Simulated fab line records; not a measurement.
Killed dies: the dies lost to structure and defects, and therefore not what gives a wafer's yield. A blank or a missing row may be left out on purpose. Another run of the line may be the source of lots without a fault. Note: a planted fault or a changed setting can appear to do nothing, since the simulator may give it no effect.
Which tool was responsible? | flow nand harc | 33 wafers from 11 lots sampled at 5 of the route's 1302 steps

## WHAT THE GAUGES SHOWED, per wafer
NHARC_END_SORT_01.
lot  | measured     | on        | killed at array | killed at other | killed at periphery | killed dies | killed open | killed short
L741 | day 32 00:43 | prober-02 | 674 674 674     | 2 1 1           | 1 2 2               | 677 677 677 | 1 2 1       | 1 0 2
L745 | day 32 08:30 | prober-02 | 676 673 672     | 0 0 1           | 1 4 4               | 677 677 677 | 2 3 2       | 5 3 4
L743 | day 33 00:08 | prober-01 | 674 675 674     | 0 2 1           | 3 0 2               | 677 677 677 | 2 3 3       | 1 1 4

## TOOL THAT RAN EACH LOT (tool first, then ch and the chambers of the sampled wafers, then the start)
lot  | NHARC_A_STAIRCASE_DESCUM_252       | NHARC_A_STAIRCASE_DEP_280       | NHARC_A_STAIRCASE_ETCH_292         | NHARC_A_STAIRCASE_ETCH_452
L732 | rie diel-04 ch 2,3, day 17 10:42   | pecvd-01 ch 1,2, day 17 22:21   | rie diel-04 ch 0,1,3, day 17 23:26 | rie diel-04 ch 0,2,3, no start
L731 | rie diel-04 ch 1,2,3, day 17 19:31 | pecvd-01 ch 0,1,2, day 18 04:59 | rie diel-10 ch 2,3, day 18 06:06   | rie diel-10 ch 1,2, no start
L735 | rie diel-03 ch 0,1,2, day 18 17:08 | pecvd-04 ch 1,2, day 19 02:54   | rie diel-04 ch 0,1,2, day 19 03:53 | rie diel-04 ch 1,2,3, no start
L738 | rie diel-03 ch 0,3, day 19 21:47   | pecvd-04 ch 0,1, day 20 07:19   | rie diel-04 ch 1,3, day 20 11:04   | rie diel-04 ch 0,1,3, no start
L736 | rie diel-04 ch 1,3, day 19 22:52   | pecvd-04 ch 0,2, day 20 10:49   | rie diel-04 ch 0,1,3, day 20 12:26 | rie diel-04 ch 0,3, no start
L739 | rie diel-03 ch 1,2,3, day 20 22:06 | pecvd-04 ch 0,1,2, day 21 13:58 | rie diel-03 ch 0,1,3, day 21 14:55 | rie diel-03 ch 0,1,3, no start
L741 | rie diel-10 ch 0,1,3, day 21 08:24 | pecvd-04 ch 0,1,2, day 21 18:12 | rie diel-04 ch 0,2,3, day 21 19:08 | rie diel-04 ch 0,1,2, day 32 00:43 or earlier
L745 | rie diel-10 ch 0,1,3, day 22 15:45 | pecvd-04 ch 0,1, day 23 02:24   | rie diel-10 ch 0,1,2, day 23 03:29 | rie diel-10 ch 1,2,3, day 32 08:30 or earlier
L743 | rie diel-10 ch 0,1,2, day 22 16:38 | pecvd-04 ch 0,1,2, day 23 06:43 | rie diel-03 ch 0,1,3, day 23 08:32 | rie diel-03 ch 2,3, day 33 00:08 or earlier
L750 | rie diel-04 ch 1,2,3, day 25 17:14 | pecvd-01 ch 0,1,2, day 26 06:34 | rie diel-10 ch 0,1,3, day 26 07:35 | rie diel-10 ch 0,1,3, no start
L751 | rie diel-04 ch 0,1,2, day 26 13:30 | pecvd-01 ch 0,2, day 27 01:20   | rie diel-03 ch 0,2,3, day 27 02:25 | rie diel-03 ch 0,2,3, no start
- NHARC_A_STAIRCASE_DESCUM_252: chemistry O2, time 3 s.
- NHARC_A_STAIRCASE_DEP_280: deposits SiON, target thk 30 nm.
- NHARC_A_STAIRCASE_ETCH_292: etches the open film in CF4/CHF3.
- NHARC_A_STAIRCASE_ETCH_452: etches the open film in CF4/O2, target depth 30 nm, overetch 3 nm, time 16.5 s.

## AS READ BY THE TOOLS THEMSELVES (means over the sampled wafers that have a number; for cases with no such wafer, the mark the record gives instead)
NHARC_A_STAIRCASE_DESCUM_252.
lot  | tool        | drypump motor current A (A) | oes product au (a.u.) | rf vpp V (V) | showerhead plenum p Torr (Torr) | throttle valve pct (%)
L732 | rie diel-04 | 5.9                         | 1.001                 | 58.4         | 1.81                            | 11.310
L731 | rie diel-04 | 6.0                         | 1.006                 | 56.8         | 1.84                            | 11.316
L735 | rie diel-03 | 6.0                         | 1.004                 | 57.1         | 2.03                            | 11.305
L738 | rie diel-03 | 6.1                         | 1.006                 | 58.2         | 2.00                            | 11.311
L736 | rie diel-04 | 5.9                         | 1.002                 | 58.6         | 1.83                            | 11.315
L739 | rie diel-03 | 6.0                         | 1.001                 | 58.0         | 1.99                            | 11.313
L741 | rie diel-10 | 5.7                         | 1.005                 | 57.0         | 1.95                            | 11.312
L745 | rie diel-10 | 5.7                         | 1.003                 | 57.5         | 1.95                            | 11.313
L743 | rie diel-10 | 6.1                         | 1.006                 | 57.5         | 1.92                            | 11.307
L750 | rie diel-04 | 6.0                         | 1.003                 | 57.6         | 1.82                            | 11.300
L751 | rie diel-04 | 5.9                         | 1.007                 | 57.8         | 1.84                            | 11.309

NHARC_A_STAIRCASE_DEP_280.
lot  | tool     | heater power w (W)
L732 | pecvd-01 | 759
L731 | pecvd-01 | 728
L735 | pecvd-04 | 749
L738 | pecvd-04 | 803
L736 | pecvd-04 | 887
L739 | pecvd-04 | 868
L741 | pecvd-04 | 774
L745 | pecvd-04 | 864
L743 | pecvd-04 | 804
L750 | pecvd-01 | 704
L751 | pecvd-01 | 681

NHARC_A_STAIRCASE_ETCH_292.
lot  | tool        | bias w (W) | cf4 flow sccm (sccm) | chf3 flow sccm (sccm) | drypump motor current A (A) | oes product au (a.u.) | rf vpp V (V) | showerhead plenum p Torr (Torr) | throttle valve pct (%)
L732 | rie diel-04 | 199.9      | 100.3                | 29.95                 | 5.8                         | 0.973                 | 369.4        | 1.53                            | 16.804
L731 | rie diel-10 | 200.3      | 99.9                 | 30.10                 | 5.7                         | 0.927                 | 370.4        | 1.56                            | 16.799
L735 | rie diel-04 | 200.1      | 99.9                 | 30.07                 | 5.9                         | 0.929                 | 369.2        | 1.53                            | 16.806
L738 | rie diel-04 | 200.0      | 99.9                 | 30.04                 | 5.9                         | 0.930                 | 368.5        | 1.51                            | 16.800
L736 | rie diel-04 | 200.1      | 100.2                | 29.96                 | 5.8                         | 0.921                 | 368.4        | 1.52                            | 16.802
L739 | rie diel-03 | 200.1      | 100.1                | 29.97                 | 5.8                         | 0.926                 | 372.5        | 1.66                            | 16.802
L741 | rie diel-04 | -          | -                    | -                     | -                           | -                     | -            | -                               | -
L745 | rie diel-10 | -          | -                    | -                     | -                           | -                     | -            | -                               | -
L743 | rie diel-03 | -          | -                    | -                     | -                           | -                     | -            | -                               | -
L750 | rie diel-10 | 199.5      | 99.8                 | 29.96                 | 5.7                         | 0.971                 | 371.2        | 1.60                            | 16.798
L751 | rie diel-03 | 199.8      | 100.4                | 29.94                 | 6.3                         | 0.925                 | 373.6        | 1.62                            | 16.804

NHARC_A_STAIRCASE_ETCH_452.
lot  | tool        | bias w (W) | cf4 flow sccm (sccm) | drypump motor current A (A) | oes product au (a.u.) | rf vpp V (V) | showerhead plenum p Torr (Torr) | throttle valve pct (%)
L732 | rie diel-04 | 100.35     | 79.89                | 5.7                         | 1.004                 | 195.9        | 1.28                            | 13.401
L731 | rie diel-10 | 100.17     | 80.15                | 6.1                         | 1.010                 | 197.9        | 1.33                            | 13.399
L735 | rie diel-04 | 100.10     | 80.02                | 6.0                         | 1.008                 | 197.2        | 1.28                            | 13.398
L738 | rie diel-04 | 99.71      | 80.12                | 5.8                         | 0.999                 | 196.4        | 1.29                            | 13.404
L736 | rie diel-04 | 100.11     | 80.28                | 5.6                         | 1.003                 | 195.5        | 1.27                            | 13.392
L739 | rie diel-03 | 100.22     | 80.14                | 5.8                         | 1.000                 | 199.4        | 1.41                            | 13.400
L741 | rie diel-04 | 99.94      | 79.73                | 5.9                         | 0.998                 | 197.2        | 1.29                            | 13.402
L745 | rie diel-10 | 100.24     | 80.10                | 5.8                         | 0.998                 | 198.0        | 1.34                            | 13.390
L743 | rie diel-03 | 100.21     | 79.97                | 6.3                         | 1.003                 | 197.8        | 1.37                            | 13.395
L750 | rie diel-10 | 99.79      | 79.98                | 5.7                         | 1.015                 | 198.5        | 1.35                            | 13.399
L751 | rie diel-03 | 100.19     | 79.66                | 6.3                         | 0.997                 | 197.4        | 1.38                            | 13.392

## THE ANSWER, worked out from the rows above alone
Rule: the lots themselves supply what counts as usual. Put in order of their means at a reading, lots are off if they are a third of the lots or fewer, leave a main group of 4 or more, and stand apart from it by a gap of 3 or more times the standard deviation of the main group's means; of several such gaps the widest counts. A main group whose means are all the same, to the digits that the tables above print for the reading, isn't used. Also off: a lot with no number at a reading for which 4 or more lots have one. Any other lot the step has rows for is counted as sound. First the gauges in route order, then the tools' own readings, where a lot's mean is used as printed above. At the first step where some lot is off, the reading lying furthest off is the one used; lots without a number count as furthest.
Off, at NHARC_A_STAIRCASE_ETCH_292 on bias w: L741, L745, L743. Without a number there: L741, L745, L743. Main group: mean 200.0 W, sd 0.23.
If a tool, at that step or one of the process steps before it, ran each lot that is off and ran no sound lot following the first of them, it fits. Undecided on this evidence; 2 tools fit (rie diel-10 at NHARC_A_STAIRCASE_DESCUM_252, pecvd-04 at NHARC_A_STAIRCASE_DEP_280).

## WHAT HAD BEEN PUT IN BY THE SIMULATOR
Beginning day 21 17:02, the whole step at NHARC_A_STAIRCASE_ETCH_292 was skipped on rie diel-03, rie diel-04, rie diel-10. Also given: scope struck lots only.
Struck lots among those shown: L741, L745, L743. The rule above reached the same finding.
